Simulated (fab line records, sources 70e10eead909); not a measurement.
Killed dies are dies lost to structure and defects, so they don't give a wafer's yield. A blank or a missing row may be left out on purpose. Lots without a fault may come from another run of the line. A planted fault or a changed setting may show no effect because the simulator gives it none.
Which tool did it? | flow nand_harc | 24 lots, 72 wafers sampled, at 6 steps of a route of 1159

WHAT THE GAUGES READ, wafer by wafer
The record holds no reading of a measuring or inspecting step that can be judged against a usual standard deviation.

WHICH TOOL RAN EACH LOT (tool, then ch and the chambers of the sampled wafers, then the start)
lot  | NHARC_A_CHANNEL_HOLE_D1_ETCH_20  | NHARC_A_CHANNEL_FILL_D1_ALD_02   | NHARC_A_STAIRCASE_ETCH_17                     | NHARC_A_STAIRCASE_ETCH_292         | NHARC_A_STAIRCASE_ETCH_452     | NHARC_A_STAIRCASE_ETCH_294
L074 | har_etch-02 ch 0,1, day 7 18:54  | ald_hk-04 ch 2,3, day 8 00:35    | rie_diel-05 ch 1,2, day 11 01:55 or earlier   | rie_diel-10 ch 2,3, day 11 01:55   | rie_diel-10 ch 0,1, no start   | rie_diel-10 ch 0,2,3, no start
L075 | har_etch-02 ch 0,1, day 8 17:43  | ald_hk-04 ch 0,2, day 8 23:36    | rie_diel-05 ch 0,3, day 11 20:41 or earlier   | rie_diel-10 ch 0,1, day 11 20:41   | rie_diel-10 ch 0,1,2, no start | rie_diel-10 ch 0,1,3, no start
L077 | har_etch-01 ch 1, day 8 18:25    | ald_hk-01 ch 0,3, day 9 00:20    | rie_diel-05 ch 0,1,2, day 11 20:07 or earlier | rie_diel-10 ch 1,3, day 11 20:07   | rie_diel-10 ch 0,3, no start   | rie_diel-10 ch 0,1, no start
L076 | har_etch-02 ch 0,1, day 8 21:57  | ald_hk-01 ch 0,1, day 9 03:46    | rie_diel-05 ch 0,2,3, day 12 00:37 or earlier | rie_diel-01 ch 1,2,3, day 12 00:37 | rie_diel-01 ch 0,1,3, no start | rie_diel-01 ch 0,2,3, no start
L078 | har_etch-01 ch 0,1, day 9 14:08  | ald_hk-01 ch 0,1,2, day 9 19:58  | rie_diel-05 ch 0,1,3, day 12 15:56 or earlier | rie_diel-05 ch 1,3, day 12 15:56   | rie_diel-05 ch 0,2,3, no start | rie_diel-05 ch 1,3, no start
L079 | har_etch-02 ch 0, day 9 15:00    | ald_hk-03 ch 0,2,3, day 9 20:47  | rie_diel-01 ch 0,2,3, day 12 17:06 or earlier | rie_diel-10 ch 2,3, day 12 17:06   | rie_diel-10 ch 0,1,3, no start | rie_diel-10 ch 1,2,3, no start
L080 | har_etch-01 ch 1, day 10 01:47   | ald_hk-01 ch 1,2,3, day 10 07:41 | rie_diel-01 ch 0,2,3, day 13 09:13 or earlier | rie_diel-01 ch 1,2,3, day 13 09:13 | rie_diel-01 ch 1,2,3, no start | rie_diel-01 ch 0,1, no start
L083 | har_etch-02 ch 0,1, day 10 09:12 | ald_hk-03 ch 0,1,2, day 10 16:32 | rie_diel-05 ch 0,1,2, day 13 22:01 or earlier | rie_diel-01 ch 0,3, day 13 22:01   | rie_diel-01 ch 0,2,3, no start | rie_diel-01 ch 0,1,3, no start
L081 | har_etch-01 ch 0,1, day 10 09:14 | ald_hk-04 ch 0,1,3, day 10 16:49 | rie_diel-10 ch 1,2,3, day 13 21:32 or earlier | rie_diel-05 ch 0,1,2, day 13 21:32 | rie_diel-05 ch 0,2,3, no start | rie_diel-05 ch 0,1,3, no start
L082 | har_etch-02 ch 0,1, day 10 13:23 | ald_hk-03 ch 1,2,3, day 10 19:09 | rie_diel-05 ch 0,1,3, day 13 19:08 or earlier | rie_diel-10 ch 0,1,3, day 13 19:08 | rie_diel-10 ch 1,2,3, no start | rie_diel-10 ch 0,2,3, no start
L084 | har_etch-01 ch 0,1, day 10 22:23 | ald_hk-04 ch 0,1,2, day 11 04:16 | rie_diel-01 ch 0,1,3, day 14 06:11 or earlier | rie_diel-05 ch 0,1,3, day 14 06:11 | rie_diel-05 ch 1,2,3, no start | rie_diel-05 ch 0,1,2, no start
L087 | har_etch-01 ch 0,1, day 11 11:05 | ald_hk-01 ch 0,2,3, day 11 16:55 | rie_diel-05 ch 1,3, day 14 21:14 or earlier   | rie_diel-10 ch 0,1,2, day 14 21:14 | rie_diel-10 ch 1,3, no start   | rie_diel-10 ch 2,3, no start
L085 | har_etch-02 ch 0,1, day 11 11:32 | ald_hk-01 ch 0,3, day 11 17:29   | rie_diel-05 ch 2,3, day 14 15:35 or earlier   | rie_diel-05 ch 0,2,3, day 14 15:35 | rie_diel-05 ch 0,3, no start   | rie_diel-05 ch 0,1, no start
L088 | har_etch-01 ch 0,1, day 11 15:15 | ald_hk-03 ch 0,1,3, day 11 21:03 | rie_diel-05 ch 0,1,2, day 14 20:31 or earlier | rie_diel-05 ch 0,2,3, day 14 20:31 | rie_diel-05 ch 0,2,3, no start | rie_diel-05 ch 1,2,3, no start
L086 | har_etch-01 ch 0,1, day 12 00:50 | ald_hk-04 ch 0,1,2, day 12 08:00 | rie_diel-05 ch 0,3, day 15 05:23 or earlier   | rie_diel-10 ch 0,1,3, day 15 05:23 | rie_diel-10 ch 0,2,3, no start | rie_diel-10 ch 0,2,3, no start
L090 | har_etch-01 ch 0, day 12 06:51   | ald_hk-04 ch 0,2,3, day 12 12:43 | rie_diel-10 ch 0,2,3, day 15 11:05 or earlier | rie_diel-10 ch 0,1,3, day 15 11:05 | rie_diel-10 ch 0,2,3, no start | rie_diel-10 ch 1,2,3, no start
L089 | har_etch-02 ch 0, day 12 08:41   | ald_hk-01 ch 1,2, day 12 14:30   | rie_diel-05 ch 1,2, day 15 11:35 or earlier   | rie_diel-01 ch 0,2, day 15 11:35   | rie_diel-01 ch 0,3, no start   | rie_diel-01 ch 1,2, no start
L093 | har_etch-02 ch 0,1, day 12 15:13 | ald_hk-03 ch 0,1,2, day 12 21:08 | rie_diel-01 ch 0,1,3, day 15 20:02 or earlier | rie_diel-01 ch 0,2,3, day 15 20:02 | rie_diel-01 ch 2,3, no start   | rie_diel-01 ch 0,1,2, no start
L091 | har_etch-01 ch 0,1, day 12 16:13 | ald_hk-04 ch 0,1,3, day 12 22:04 | rie_diel-01 ch 0,1,3, day 15 21:40 or earlier | rie_diel-01 ch 0,1,2, day 15 21:40 | rie_diel-01 ch 0,2,3, no start | rie_diel-01 ch 0,2,3, no start
L092 | har_etch-02 ch 0,1, day 12 19:23 | ald_hk-04 ch 1,2,3, day 13 01:26 | rie_diel-10 ch 0,1,3, day 16 05:49 or earlier | rie_diel-10 ch 1,2,3, day 16 05:49 | rie_diel-10 ch 0,1,3, no start | rie_diel-10 ch 0,1,3, no start
L095 | har_etch-01 ch 0,1, day 13 04:05 | ald_hk-03 ch 0,1, day 13 11:49   | rie_diel-05 ch 0,1, day 16 15:42 or earlier   | rie_diel-01 ch 0,1,3, day 16 15:42 | rie_diel-01 ch 0,3, no start   | rie_diel-01 ch 1,3, no start
L094 | har_etch-02 ch 0,1, day 13 04:23 | ald_hk-03 ch 1,2,3, day 13 12:15 | rie_diel-01 ch 0,1, day 16 14:35 or earlier   | rie_diel-05 ch 0,1, day 16 14:35   | rie_diel-05 ch 1,3, no start   | rie_diel-05 ch 0,1,3, no start
L097 | har_etch-02 ch 0,1, day 13 17:02 | ald_hk-01 ch 0,3, day 13 22:52   | rie_diel-01 ch 1,2, day 16 21:56 or earlier   | rie_diel-05 ch 0,1, day 16 21:56   | rie_diel-05 ch 0,2,3, no start | rie_diel-05 ch 0,2,3, no start
L096 | har_etch-02 ch 0,1, day 13 21:11 | ald_hk-04 ch 0,1, day 14 02:59   | rie_diel-10 ch 0,3, day 17 01:34 or earlier   | rie_diel-10 ch 0,1,3, day 17 01:34 | rie_diel-10 ch 0,1,2, no start | rie_diel-10 ch 0,2,3, no start
- NHARC_A_CHANNEL_HOLE_D1_ETCH_20: etches the open film in C4F8/O2/Ar, time 361.9 s, target depth 1600 nm.
- NHARC_A_CHANNEL_FILL_D1_ALD_02: deposits SiO2, target thk 6 nm, pulse time 10 s, ald cycles 60.
- NHARC_A_STAIRCASE_ETCH_17: etches the open film in C4F8/O2, target depth 100 nm, time 40.5 s.
- NHARC_A_STAIRCASE_ETCH_292: etches the open film in CF4/CHF3.
- NHARC_A_STAIRCASE_ETCH_452: etches the open film in CF4/O2, target depth 30 nm, overetch 3 nm, time 16.5 s.
- NHARC_A_STAIRCASE_ETCH_294: etches the open film in C4F8/O2/Ar, target depth 4992 nm, time 1212.4 s.

WHAT THE TOOLS THEMSELVES READ (means of the sampled wafers that have a number; where no wafer has one, the mark that the record gives instead)
NHARC_A_CHANNEL_HOLE_D1_ETCH_20. Usual: drypump_motor_current_A 5.3 A, standard deviation 0.46; showerhead_plenum_p_Torr 3.67 Torr, standard deviation 0.071; throttle_valve_pct 32.155 %, standard deviation 0.0086.
lot  | tool        | drypump_motor_current_A (A) | showerhead_plenum_p_Torr (Torr) | throttle_valve_pct (%) | flag
L074 | har_etch-02 | 5.5                         | 3.75                            | 32.164                 |
L075 | har_etch-02 | 5.5                         | 3.75                            | 32.155                 |
L077 | har_etch-01 | 4.9                         | 3.58                            | 32.156                 |
L076 | har_etch-02 | 5.5                         | 3.75                            | 32.144                 |
L078 | har_etch-01 | 5.4                         | 3.65                            | 32.154                 |
L079 | har_etch-02 | 5.8                         | 3.77                            | 32.159                 |
L080 | har_etch-01 | 4.9                         | 3.57                            | 32.153                 |
L083 | har_etch-02 | 5.1                         | 3.71                            | 32.147                 |
L081 | har_etch-01 | 5.2                         | 3.61                            | 32.153                 |
L082 | har_etch-02 | 5.1                         | 3.71                            | 32.157                 |
L084 | har_etch-01 | 5.2                         | 3.60                            | 32.163                 |
L087 | har_etch-01 | 5.4                         | 3.64                            | 32.149                 |
L085 | har_etch-02 | 5.1                         | 3.70                            | 32.155                 |
L088 | har_etch-01 | 5.2                         | 3.60                            | 32.151                 |
L086 | har_etch-01 | 5.4                         | 3.63                            | 32.148                 |
L090 | har_etch-01 | 5.7                         | 3.66                            | 32.156                 |
L089 | har_etch-02 | 5.8                         | 3.76                            | 32.150                 |
L093 | har_etch-02 | 5.5                         | 3.73                            | 32.149                 |
L091 | har_etch-01 | 5.4                         | 3.62                            | 32.152                 |
L092 | har_etch-02 | 5.1                         | 3.69                            | 32.158                 |
L095 | har_etch-01 | 5.4                         | 3.62                            | 32.155                 |
L094 | har_etch-02 | 5.5                         | 3.72                            | 32.153                 |
L097 | har_etch-02 | 5.1                         | 3.69                            | 32.148                 |
L096 | har_etch-02 | 5.1                         | 3.68                            | 32.146                 |

NHARC_A_CHANNEL_FILL_D1_ALD_02. Usual: heater_power_w 456 W, standard deviation 52; precursor_pulse_height_rel 0.998, standard deviation 0.02.
lot  | tool      | heater_power_w (W) | precursor_pulse_height_rel | flag
L074 | ald_hk-04 | 453                | 1.007                      |
L075 | ald_hk-04 | 456                | 0.994                      |
L077 | ald_hk-01 | 483                | 1.006                      |
L076 | ald_hk-01 | 492                | 1.013                      |
L078 | ald_hk-01 | 508                | 0.987                      |
L079 | ald_hk-03 | 426                | 0.984                      |
L080 | ald_hk-01 | 487                | 1.002                      |
L083 | ald_hk-03 | 414                | 1.007                      |
L081 | ald_hk-04 | 451                | 1.003                      |
L082 | ald_hk-03 | 460                | 1.010                      |
L084 | ald_hk-04 | 454                | 1.023                      |
L087 | ald_hk-01 | 491                | 0.982                      |
L085 | ald_hk-01 | 449                | 1.016                      |
L088 | ald_hk-03 | 408                | 1.013                      |
L086 | ald_hk-04 | 446                | 0.997                      |
L090 | ald_hk-04 | 446                | 1.006                      |
L089 | ald_hk-01 | 534                | 0.996                      |
L093 | ald_hk-03 | 428                | 0.996                      |
L091 | ald_hk-04 | 455                | 0.986                      |
L092 | ald_hk-04 | 449                | 1.002                      |
L095 | ald_hk-03 | 406                | 0.993                      |
L094 | ald_hk-03 | 472                | 0.978                      |
L097 | ald_hk-01 | 448                | 0.995                      |
L096 | ald_hk-04 | 453                | 0.992                      |

NHARC_A_STAIRCASE_ETCH_17. Usual: oes_product_au 0.943 a.u., standard deviation 0.0092; rf_vpp_V 895 V, standard deviation 5.8.
lot  | tool        | oes_product_au (a.u.) | rf_vpp_V (V) | flag
L074 | rie_diel-05 | 0.925                 | 897          |
L075 | rie_diel-05 | 0.939                 | 889          |
L077 | rie_diel-05 | 0.938                 | 893          |
L076 | rie_diel-05 | 0.937                 | 893          |
L078 | rie_diel-05 | 0.949                 | 893          |
L079 | rie_diel-01 | 0.952                 | 890          |
L080 | rie_diel-01 | 0.941                 | 890          |
L083 | rie_diel-05 | 0.945                 | 893          |
L081 | rie_diel-10 | 0.940                 | 903          |
L082 | rie_diel-05 | 0.940                 | 892          |
L084 | rie_diel-01 | 0.945                 | 893          |
L087 | rie_diel-05 | 0.945                 | 895          |
L085 | rie_diel-05 | 0.954                 | 896          |
L088 | rie_diel-05 | 0.937                 | 893          |
L086 | rie_diel-05 | 0.935                 | 889          |
L090 | rie_diel-10 | 0.950                 | 897          |
L089 | rie_diel-05 | 0.932                 | 897          |
L093 | rie_diel-01 | 0.946                 | 899          |
L091 | rie_diel-01 | 0.945                 | 900          |
L092 | rie_diel-10 | 0.931                 | 897          |
L095 | rie_diel-05 | 0.945                 | 899          |
L094 | rie_diel-01 | 0.945                 | 894          |
L097 | rie_diel-01 | 0.954                 | 897          |
L096 | rie_diel-10 | 0.935                 | 896          |

NHARC_A_STAIRCASE_ETCH_292. Usual: drypump_motor_current_A 5.5 A, standard deviation 0.39; oes_product_au 0.950 a.u., standard deviation 0.019; rf_vpp_V 370.7 V, standard deviation 2.8; showerhead_plenum_p_Torr 1.58 Torr, standard deviation 0.082; throttle_valve_pct 16.803 %, standard deviation 0.0095.
lot  | tool        | drypump_motor_current_A (A) | oes_product_au (a.u.) | rf_vpp_V (V) | showerhead_plenum_p_Torr (Torr) | throttle_valve_pct (%) | flag
L074 | rie_diel-10 | 5.6                         | 0.930                 | 372.5        | 1.65                            | 16.800                 |
L075 | rie_diel-10 | 5.3                         | 0.927                 | 369.9        | 1.56                            | 16.807                 |
L077 | rie_diel-10 | 5.4                         | 0.922                 | 373.8        | 1.67                            | 16.806                 |
L076 | rie_diel-01 | 5.4                         | 0.965                 | 369.4        | 1.54                            | 16.795                 |
L078 | rie_diel-05 | 5.3                         | 0.964                 | 369.1        | 1.55                            | 16.800                 |
L079 | rie_diel-10 | 5.8                         | 0.957                 | 372.8        | 1.64                            | 16.801                 |
L080 | rie_diel-01 | 5.4                         | 0.929                 | 368.6        | 1.53                            | 16.795                 |
L083 | rie_diel-01 | 5.4                         | 0.957                 | 367.9        | 1.50                            | 16.808                 |
L081 | rie_diel-05 | 5.8                         | 0.970                 | 368.9        | 1.53                            | 16.802                 |
L082 | rie_diel-10 | 5.3                         | 0.955                 | 372.0        | 1.60                            | 16.806                 |
L084 | rie_diel-05 | 5.7                         | 0.937                 | 368.9        | 1.52                            | 16.807                 |
L087 | rie_diel-10 | 5.6                         | 0.924                 | 371.6        | 1.61                            | 16.803                 |
L085 | rie_diel-05 | 5.4                         | 0.961                 | 369.4        | 1.52                            | 16.794                 |
L088 | rie_diel-05 | 5.4                         | 0.964                 | 367.8        | 1.52                            | 16.809                 |
L086 | rie_diel-10 | 5.3                         | 0.946                 | 371.2        | 1.60                            | 16.811                 |
L090 | rie_diel-10 | 5.3                         | 0.963                 | 371.5        | 1.60                            | 16.812                 |
L089 | rie_diel-01 | 5.5                         | 0.943                 | 368.7        | 1.50                            | 16.800                 |
L093 | rie_diel-01 | 5.3                         | 0.940                 | 370.7        | 1.57                            | 16.804                 |
L091 | rie_diel-01 | 5.6                         | 0.949                 | 369.5        | 1.54                            | 16.803                 |
L092 | rie_diel-10 | 5.6                         | 0.979                 | 373.4        | 1.65                            | 16.803                 |
L095 | rie_diel-01 | 5.5                         | 0.932                 | 371.8        | 1.61                            | 16.805                 |
L094 | rie_diel-05 | 6.1                         | 0.932                 | 372.3        | 1.61                            | 16.797                 |
L097 | rie_diel-05 | 6.0                         | 0.981                 | 373.4        | 1.65                            | 16.794                 |
L096 | rie_diel-10 | 5.3                         | 0.968                 | 371.6        | 1.59                            | 16.798                 |

NHARC_A_STAIRCASE_ETCH_452. Usual: drypump_motor_current_A 5.5 A, standard deviation 0.38; oes_product_au 1.002 a.u., standard deviation 0.0072; rf_vpp_V 198.1 V, standard deviation 1.5; showerhead_plenum_p_Torr 1.34 Torr, standard deviation 0.069; throttle_valve_pct 13.396 %, standard deviation 0.0087.
lot  | tool        | drypump_motor_current_A (A) | oes_product_au (a.u.) | rf_vpp_V (V) | showerhead_plenum_p_Torr (Torr) | throttle_valve_pct (%) | flag
L074 | rie_diel-10 | 5.3                         | 1.005                 | 198.3        | 1.38                            | 13.403                 |
L075 | rie_diel-10 | 5.6                         | 1.004                 | 199.1        | 1.37                            | 13.408                 |
L077 | rie_diel-10 | 5.2                         | 1.013                 | 197.3        | 1.31                            | 13.399                 |
L076 | rie_diel-01 | 5.5                         | 1.004                 | 198.0        | 1.30                            | 13.393                 |
L078 | rie_diel-05 | 5.5                         | 1.004                 | 197.0        | 1.30                            | 13.390                 |
L079 | rie_diel-10 | 5.3                         | 1.004                 | 198.7        | 1.36                            | 13.399                 |
L080 | rie_diel-01 | 5.5                         | 0.989                 | 197.3        | 1.30                            | 13.398                 |
L083 | rie_diel-01 | 5.3                         | 0.994                 | 196.0        | 1.26                            | 13.392                 |
L081 | rie_diel-05 | 5.4                         | 1.004                 | 196.9        | 1.29                            | 13.388                 |
L082 | rie_diel-10 | 5.6                         | 1.009                 | 199.1        | 1.41                            | 13.405                 |
L084 | rie_diel-05 | 5.4                         | 1.001                 | 198.0        | 1.32                            | 13.397                 |
L087 | rie_diel-10 | 5.4                         | 0.992                 | 199.3        | 1.41                            | 13.392                 |
L085 | rie_diel-05 | 5.4                         | 1.000                 | 196.5        | 1.28                            | 13.396                 |
L088 | rie_diel-05 | 5.5                         | 1.000                 | 197.1        | 1.29                            | 13.397                 |
L086 | rie_diel-10 | 5.5                         | 1.003                 | 197.5        | 1.35                            | 13.393                 |
L090 | rie_diel-10 | 5.5                         | 1.006                 | 198.4        | 1.35                            | 13.398                 |
L089 | rie_diel-01 | 5.3                         | 1.006                 | 197.9        | 1.33                            | 13.392                 |
L093 | rie_diel-01 | 5.3                         | 1.006                 | 197.7        | 1.32                            | 13.398                 |
L091 | rie_diel-01 | 5.3                         | 1.002                 | 198.0        | 1.33                            | 13.389                 |
L092 | rie_diel-10 | 5.3                         | 1.006                 | 198.5        | 1.36                            | 13.394                 |
L095 | rie_diel-01 | 5.3                         | 1.008                 | 197.7        | 1.33                            | 13.387                 |
L094 | rie_diel-05 | 5.7                         | 1.002                 | 197.6        | 1.31                            | 13.397                 |
L097 | rie_diel-05 | 5.5                         | 1.005                 | 198.7        | 1.36                            | 13.398                 |
L096 | rie_diel-10 | 5.6                         | 1.007                 | 199.1        | 1.36                            | 13.403                 |

NHARC_A_STAIRCASE_ETCH_294. Usual: oes_product_au 0.935 a.u., standard deviation 0.0087; rf_vpp_V 1828 V, standard deviation 13.
lot  | tool        | oes_product_au (a.u.) | rf_vpp_V (V) | flag
L074 | rie_diel-10 | 0.941                 | 1831         |
L075 | rie_diel-10 | 0.935                 | 1832         |
L077 | rie_diel-10 | 0.937                 | 1835         |
L076 | rie_diel-01 | 0.939                 | 1814         |
L078 | rie_diel-05 | 0.930                 | 1825         |
L079 | rie_diel-10 | 0.921                 | 1840         |
L080 | rie_diel-01 | 0.927                 | 1823         |
L083 | rie_diel-01 | 0.929                 | 1821         |
L081 | rie_diel-05 | 0.938                 | 1817         |
L082 | rie_diel-10 | 0.926                 | 1830         |
L084 | rie_diel-05 | 0.940                 | 1819         |
L087 | rie_diel-10 | 0.935                 | 1837         |
L085 | rie_diel-05 | 0.934                 | 1819         |
L088 | rie_diel-05 | 0.933                 | 1824         |
L086 | rie_diel-10 | 0.934                 | 1829         |
L090 | rie_diel-10 | 0.928                 | 1840         |
L089 | rie_diel-01 | 0.930                 | 1828         |
L093 | rie_diel-01 | 0.935                 | 1822         |
L091 | rie_diel-01 | 0.935                 | 1825         |
L092 | rie_diel-10 | 0.946                 | 1830         |
L095 | rie_diel-01 | 0.926                 | 1839         |
L094 | rie_diel-05 | 0.932                 | 1830         |
L097 | rie_diel-05 | 0.941                 | 1832         |
L096 | rie_diel-10 | 0.948                 | 1829         |

THE ANSWER, worked out from the rows above alone
Rule: a lot is off if the mean of its wafers that have a number lies more than 3 standard deviations from the usual mean. A lot without any number at a reading at which 4 lots or more have one is off too. The other lots that the step has rows for count as sound. The gauges are gone through in route order, then the tools' own readings, and for those a lot's mean is taken as printed above. The first step at which some lot is off is used, and at that step the reading that is off furthest; a lot without a number counts as furthest.
No lot is off at any reading shown: from this, nothing can be told.

WHAT THE SIMULATOR HAD PUT IN
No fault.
